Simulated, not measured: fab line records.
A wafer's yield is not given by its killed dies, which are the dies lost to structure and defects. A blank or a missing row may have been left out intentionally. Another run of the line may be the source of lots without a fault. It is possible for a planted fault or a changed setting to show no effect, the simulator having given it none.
fab line records | flow nandHarc
record: lots: 15 | wafers: 45 | lastDay: 25
route steps=1159 shown P_GATE@182 A_BONDPAD@1088 THIN_TSV@1130 END@1159
lots untouched by any fault: they come from a run of this same line in which no faults occurred
startH: hours from the record's opening day to when the first of the lot's shown wafers began | waitH: hours since the lot's step before | " the same as in the row above | L1.1+2: one row covering several wafers at once | - no value, or no start given | * or withheld: withheld | < > ~ a bound
route shown NAME@n: NAME is a module with steps in the file, n the number in the route of the first one | usual: the fault-free wafers' mean and standard deviation | same: alike in all rows | chamber/n: place in a boat | sites: readings site by site | _std_site: standard deviation of those values | _edge_site: mean of outer sites minus mean of inner sites | radiusMm: how far each site lies from the wafer's centre | mask NAME#n: copy n | behind: tool/chamber where the wafer was last shaped | hold: why the lot was held/for how many hours/how that ended | device: whichever transistor did not switch (one of n, p or np) | end of line: the route-end tests of the same wafers | for a step that has no rows: nothing shown but its recipe | killed: dies lost to structure and defects at the first sort, not the wafer's yield | map: dies across one wafer; x = killed, . = not, _ = none there
set.NAME: the setting the step ran with; set.NAME@STEP: the setting that earlier step ran with | model.NAME: the simulator's own value behind a step, which no gauge read
the route's steps for a sample of lots (tables are steps, rows are wafers)
services: from which hour (startH, from the record's first day; less than 0 if before it) a tool's chamber was out of use, for how many hours, and why
== steps ==
step: NHARC_P_GATE_EXPOSE_56
recipe: na: 0.6 | targetCdNm: 720 | doseMj: 14.81 | maskId: P_PSD
lot.wafer  | tool          | chamber | startH | waitH | mask
L183.1+5+6 | krfScanner-02 | 0       | 95.46  | -     | P_PSD#0
L186.1+2+6 | krfScanner-03 | 0       | 120.78 | -     | P_PSD#0
L188.2+3+6 | krfScanner-01 | 0       | 127.45 | -     | P_PSD#0
L187.3+4+6 | krfScanner-01 | 0       | 129.28 | -     | P_PSD#0
L190.3+4+6 | krfScanner-03 | 0       | 142.53 | -     | P_PSD#0
L189.2+3+4 | krfScanner-01 | 0       | 142.83 | -     | P_PSD#0
L191.1+2+5 | krfScanner-03 | 0       | 158.49 | -     | P_PSD#0
L192.1+2+5 | krfScanner-01 | 0       | 162.34 | -     | P_PSD#0
L195.1+3+5 | krfScanner-01 | 0       | 181.09 | -     | P_PSD#0
L199.1+3+5 | krfScanner-02 | 0       | 204.42 | -     | P_PSD#0
L201.1+3+4 | krfScanner-03 | 0       | 209.89 | -     | P_PSD#0
L200.4+5+6 | krfScanner-03 | 0       | 210.58 | -     | P_PSD#0
L203.1+3+6 | krfScanner-03 | 0       | 217.04 | -     | P_PSD#0
L202.1+3+4 | krfScanner-03 | 0       | 217.41 | -     | P_PSD#0
L206.1+3+4 | krfScanner-03 | 0       | 244.64 | -     | P_PSD#0
step: NHARC_A_BONDPAD_CMP_19
recipe: tOverpolishS: 30 | cuRecessTouchS: 16 | targetThkNm: 169.8
usual: motorCurrentA: 11.5/1.1 | overpolishRunS: 30.000/0.01 | retainingRingPressureFrac: 1.000/0.0053
lot.wafer | tool   | chamber | startH | waitH | motorCurrentA | overpolishRunS | retainingRingPressureFrac
L183.1    | cmp-01 | 3       | 411.71 | -     | 12.1          | 30.015         | 0.996
L183.6    | "      | 1       | "      | "     | 13.9          | 29.999         | 0.997
L183.5    | "      | 2       | "      | "     | 12.6          | 29.987         | 0.999
L186.2    | cmp-04 | 0       | 415.17 | -     | 9.5           | 30.005         | 0.998
L186.1    | "      | 2       | "      | "     | 12.5          | 29.981         | 0.999
L186.6    | "      | 0       | "      | "     | 10.2          | 30.011         | 1.009
L188.2    | cmp-04 | 3       | 418.82 | -     | 10.4          | 30.007         | 1.003
L188.3    | "      | 0       | "      | "     | 9.8           | 29.999         | 1.001
L188.6    | "      | 0       | "      | "     | 10.2          | 30.001         | 1.003
L187.3    | cmp-04 | 1       | 442.40 | -     | 11.6          | 30.009         | 1.005
L187.4    | "      | 3       | "      | "     | 11.1          | 30.008         | 1.004
L187.6    | "      | 1       | "      | "     | 11.5          | 30.006         | 0.998
L190.4    | cmp-04 | 2       | 449.65 | -     | 13.0          | 30.008         | 1.012
L190.3    | "      | 1       | "      | "     | 12.5          | 30.002         | 1.003
L190.6    | "      | 2       | "      | "     | 11.7          | 29.985         | 1.009
L189.2    | cmp-02 | 3       | 466.68 | -     | 10.7          | 30.004         | 1.007
L189.3    | "      | 0       | "      | "     | 12.0          | 29.995         | 0.996
L189.4    | "      | 2       | "      | "     | 10.5          | 29.986         | 1.000
L192.2    | cmp-04 | 3       | 470.11 | -     | 10.7          | 30.011         | 1.011
L192.1    | "      | 0       | "      | "     | 9.5           | 30.005         | 0.990
L192.5    | "      | 0       | "      | "     | 9.8           | 30.003         | 0.993
L191.2    | cmp-04 | 3       | 474.60 | -     | 10.6          | 30.007         | 0.998
L191.1    | "      | 0       | "      | "     | 10.5          | 30.012         | 0.996
L191.5    | "      | 3       | "      | "     | 10.2          | 29.992         | 0.999
L195.3    | cmp-01 | 3       | 510.94 | -     | 12.3          | 29.998         | 1.000
L195.1    | "      | 0       | "      | "     | 12.5          | 30.000         | 0.994
L195.5    | "      | 1       | "      | "     | 13.5          | 30.024         | 1.009
L200.4    | cmp-02 | 1       | 528.36 | -     | 10.1          | 30.016         | 1.003
L200.6    | "      | 3       | "      | "     | 11.1          | 29.986         | 1.000
L200.5    | "      | 0       | "      | "     | 12.8          | 29.988         | 0.995
L199.1    | cmp-02 | 3       | 529.14 | -     | 11.4          | 30.003         | 0.999
L199.3    | "      | 0       | "      | "     | 11.8          | 29.992         | 0.995
L199.5    | "      | 3       | "      | "     | 10.8          | 30.002         | 1.000
L201.1    | cmp-02 | 3       | 536.79 | -     | 10.7          | 29.983         | 1.006
L201.4    | "      | 0       | "      | "     | 11.7          | 29.991         | 0.995
L201.3    | "      | 1       | "      | "     | 10.0          | 29.982         | 0.994
L203.1    | cmp-02 | 0       | 538.06 | -     | 12.7          | 30.009         | 1.005
L203.3    | "      | 1       | "      | "     | 10.3          | 29.993         | 1.001
L203.6    | "      | 0       | "      | "     | 11.9          | 30.013         | 1.006
L202.1    | cmp-01 | 2       | 540.31 | -     | 12.6          | 29.981         | 1.007
L202.4    | "      | 0       | "      | "     | 11.3          | 30.013         | 0.990
L202.3    | "      | 1       | "      | "     | 13.3          | 29.999         | 1.007
L206.4    | cmp-01 | 2       | 563.66 | -     | 12.5          | 29.986         | 0.999
L206.1    | "      | 3       | "      | "     | 12.4          | 29.992         | 0.999
L206.3    | "      | 0       | "      | "     | 12.4          | 30.000         | 1.001
step: NHARC_THIN_TSV_PVD_51
recipe: targetThkA: 1000 | chamberPressurePa: 5 | material: Cu
usual: throttleValvePct: 29.6/0.84
lot.wafer | tool          | chamber | startH | waitH | throttleValvePct
L183.1    | pvdSputter-02 | -       | -      | -     | 31.4
L183.5    | "             | -       | "      | "     | 29.1
L183.6    | "             | -       | "      | "     | 28.6
L186.1    | pvdSputter-02 | -       | -      | -     | 31.2
L186.2    | "             | -       | "      | "     | 28.7
L186.6    | "             | -       | "      | "     | 31.2
L188.2    | pvdSputter-02 | -       | -      | -     | 29.2
L188.3    | "             | -       | "      | "     | 28.6
L188.6    | "             | -       | "      | "     | 29.5
L187.4    | pvdSputter-01 | -       | -      | -     | 28.5
L187.3    | "             | -       | "      | "     | 29.0
L187.6    | "             | -       | "      | "     | 28.2
L190.4    | pvdSputter-01 | -       | -      | -     | 29.0
L190.3    | "             | -       | "      | "     | 28.6
L190.6    | "             | -       | "      | "     | 29.5
L192.1    | pvdSputter-03 | -       | -      | -     | 30.6
L192.2    | "             | -       | "      | "     | 29.8
L192.5    | "             | -       | "      | "     | 29.3
L189.2    | pvdSputter-02 | -       | -      | -     | 31.0
L189.3    | "             | -       | "      | "     | 29.3
L189.4    | "             | -       | "      | "     | 28.6
L191.1    | pvdSputter-02 | -       | -      | -     | 31.4
L191.2    | "             | -       | "      | "     | 29.3
L191.5    | "             | -       | "      | "     | 29.4
L195.1    | pvdSputter-01 | -       | -      | -     | 28.7
L195.3    | "             | -       | "      | "     | 30.0
L195.5    | "             | -       | "      | "     | 28.4
L199.1    | pvdSputter-03 | -       | -      | -     | 29.5
L199.3    | "             | -       | "      | "     | 29.1
L199.5    | "             | -       | "      | "     | 29.2
L200.4    | pvdSputter-03 | -       | -      | -     | 29.4
L200.6    | "             | -       | "      | "     | 29.7
L200.5    | "             | -       | "      | "     | 29.1
L203.1    | pvdSputter-03 | -       | -      | -     | 29.7
L203.3    | "             | -       | "      | "     | 29.8
L203.6    | "             | -       | "      | "     | 31.0
L201.3    | pvdSputter-02 | -       | -      | -     | 29.1
L201.1    | "             | -       | "      | "     | 28.6
L201.4    | "             | -       | "      | "     | 29.6
L202.4    | pvdSputter-01 | -       | -      | -     | 28.5
L202.1    | "             | -       | "      | "     | 30.2
L202.3    | "             | -       | "      | "     | 28.9
L206.4    | pvdSputter-03 | -       | -      | -     | 30.8
L206.3    | "             | -       | "      | "     | 29.7
L206.1    | "             | -       | "      | "     | 29.2
step: NHARC_END_SORT_01
recipe: tempC: 25
usual: killedAtArray: 29/10 | killedAtOther: 0.7/1.1 | killedAtPeriphery: 3.3/2.4 | killedDies: 33/11 | killedOpen: 3.3/2 | killedShort: 1.9/1.3
same: grossDies: 677
lot.wafer | tool      | chamber | startH | waitH | killedAtArray | killedAtOther | killedAtPeriphery | killedDies | killedOpen | killedShort
L192.1    | prober-02 | 0       | 498.08 | 2.5   | 26            | 0             | 19                | 45         | 8          | 3
L192.2    | prober-02 | 0       | 498.90 | 2.8   | 17            | 1             | 29                | 47         | 7          | 2
L192.5    | prober-02 | 0       | 501.34 | 3.8   | 19            | 0             | 25                | 44         | 7          | 2
L189.2    | prober-01 | 0       | 498.87 | 2.8   | 25            | 1             | 12                | 38         | 4          | 3
L189.3    | prober-01 | 0       | 499.68 | 3.1   | 25            | 1             | 3                 | 29         | 1          | 1
L189.4    | prober-01 | 0       | 500.48 | 3.4   | 31            | 1             | 13                | 45         | 1          | 0
L195.1    | prober-01 | 0       | 540.71 | 2.5   | 32            | 3             | 16                | 51         | 4          | 2
L195.3    | prober-01 | 0       | 542.29 | 3.1   | 35            | 5             | 14                | 54         | 3          | 2
L195.5    | prober-01 | 0       | 543.88 | 3.7   | 29            | 1             | 13                | 43         | 3          | 2
killed by level:class
L192.1 P_GATE:overlay=19 A_STAIRCASE:chamberFilmFlake=8 A_CONTACT:geometricParticle:open=3 A_CHANNEL_HOLE_D1:chamberFilmFlake=3 A_CHANNEL_HOLE_D1:geometricParticle:open=2 A_WL_FILL:geometricParticle:short=2 A_M0:geometricParticle:open=2 A_WL_FILL:geometricParticle:open=1
L189.2 A_SLIT:chamberFilmFlake=13 P_GATE:overlay=7 A_CHANNEL_HOLE_D1:chamberFilmFlake=4 A_STAIRCASE:chamberFilmFlake=2 A_BONDPAD:chamberFilmFlake=2 P_GATE:geometricParticle:open=1 P_M1:geometricParticle:open=1 A_ONON_D1:geometricParticle:short=1
L192.2 P_GATE:overlay=24 A_STAIRCASE:chamberFilmFlake=6 A_CONTACT:chamberFilmFlake=4 P_CONTACT:geometricParticle:open=3 A_CONTACT:geometricParticle:open=2 A_CHANNEL_HOLE_D1:chamberFilmFlake=2 P_CONTACT:geometricParticle:short=1 P_M1:geometricParticle:open=1
L189.3 A_SLIT:chamberFilmFlake=17 A_STAIRCASE:chamberFilmFlake=3 P_GATE:overlay=3 A_CONTACT:chamberFilmFlake=2 A_SGD_CUT:geometricParticle:short=1 A_M1:geometricParticle:open=1 A_CHANNEL_FILL_D1:chamberFilmFlake=1 THIN_TSV:chamberFilmFlake=1
L189.4 A_SLIT:chamberFilmFlake=18 P_GATE:overlay=11 A_CHANNEL_FILL_D1:chamberFilmFlake=5 A_CHANNEL_HOLE_D1:chamberFilmFlake=4 P_ZERO_WELL:chamberFilmFlake=2 A_STAIRCASE:chamberFilmFlake=2 A_CHANNEL_FILL_D1:geometricParticle:open=1 A_CONTACT:chamberFilmFlake=1
L192.5 P_GATE:overlay=23 A_CONTACT:chamberFilmFlake=4 A_CHANNEL_HOLE_D1:chamberFilmFlake=3 A_STAIRCASE:chamberFilmFlake=3 A_WL_FILL:geometricParticle:open=2 A_M0:geometricParticle:open=2 P_CONTACT:geometricParticle:open=1 A_SGD_CUT:geometricParticle:open=1
L195.1 A_SLIT:chamberFilmFlake=9 P_GATE:overlay=8 A_CHANNEL_HOLE_D1:chamberFilmFlake=7 P_CONTACT:chamberFilmFlake=6 A_STAIRCASE:chamberFilmFlake=5 A_CONTACT:chamberFilmFlake=5 THIN_TSV:chamberFilmFlake=3 A_CONTACT:geometricParticle:open=2
L195.3 A_SLIT:chamberFilmFlake=17 P_GATE:overlay=8 A_CONTACT:chamberFilmFlake=7 A_STAIRCASE:chamberFilmFlake=6 P_CONTACT:chamberFilmFlake=5 THIN_TSV:chamberFilmFlake=4 A_CHANNEL_HOLE_D1:chamberFilmFlake=2 P_CONTACT:geometricParticle:open=1
L195.5 A_SLIT:chamberFilmFlake=10 A_CONTACT:chamberFilmFlake=10 P_GATE:overlay=8 P_CONTACT:chamberFilmFlake=3 A_STAIRCASE:chamberFilmFlake=3 A_CHANNEL_HOLE_D1:chamberFilmFlake=2 P_STI:geometricParticle:open=1 A_CHANNEL_FILL_D1:geometricParticle:open=1
== services ==
tool          | chamber | startH | hours | kind
cmp-04        | -       | 81.86  | 2.6   | repair
cmp-04        | -       | 105.00 | 4.0   | pm
krfScanner-03 | -       | 125.48 | 2.1   | repair
cmp-04        | -       | 164.83 | 0.5   | repair
pvdSputter-02 | -       | 167.76 | 0.7   | repair
krfScanner-03 | -       | 168.00 | 4.0   | pm
cmp-04        | -       | 203.00 | 4.0   | pm
pvdSputter-02 | -       | 214.00 | 10.0  | pm
cmp-04        | -       | 301.00 | 4.0   | pm
krfScanner-03 | -       | 340.00 | 4.0   | pm
pvdSputter-02 | -       | 392.00 | 10.0  | pm
krfScanner-03 | -       | 393.41 | 10.9  | repair
cmp-04        | -       | 399.11 | 4.0   | pm
cmp-04        | -       | 411.67 | 1.0   | repair
krfScanner-03 | -       | 423.77 | 1.9   | repair
krfScanner-03 | -       | 435.03 | 5.6   | repair
pvdSputter-02 | -       | 445.98 | 0.9   | repair
cmp-04        | -       | 464.22 | 0.6   | repair
cmp-04        | -       | 467.90 | 0.5   | repair
cmp-04        | -       | 497.11 | 4.0   | pm
cmp-04        | -       | 506.52 | 1.1   | repair
cmp-04        | -       | 509.71 | 3.2   | repair
krfScanner-03 | -       | 512.00 | 4.0   | pm
cmp-04        | -       | 554.50 | 1.4   | repair
== key ==
firstSign: step: NHARC_END_SORT_01 | reading: killedAtPeriphery | direction: up | sigmas: 5.3 | usual: 3.3 | struck: 16 | wafersMoved: 8
effect none on later readings
metAt NHARC_P_GATE_EXPOSE_56
struckLots L189,L192,L195
testerLeftOut L189,L192,L195
notActingAt NHARC_A_BONDPAD_CMP_19,NHARC_THIN_TSV_PVD_51
onsetBetween 129.28 142.83
fault: kind: scannerMatchingOverlay | tool: krfScanner-01 | chamber: - | onsetH: 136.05 | steps: NHARC_P_GATE_EXPOSE_56 | offset: 89.067
testerLeftOut: of these lots the tester's yield and bins aren't shown, on N5 and GAA mostly nor the transistor test; their killed dies are dies lost to structure and defects alone, not to doping, threshold or leakage, so they don't give the yield
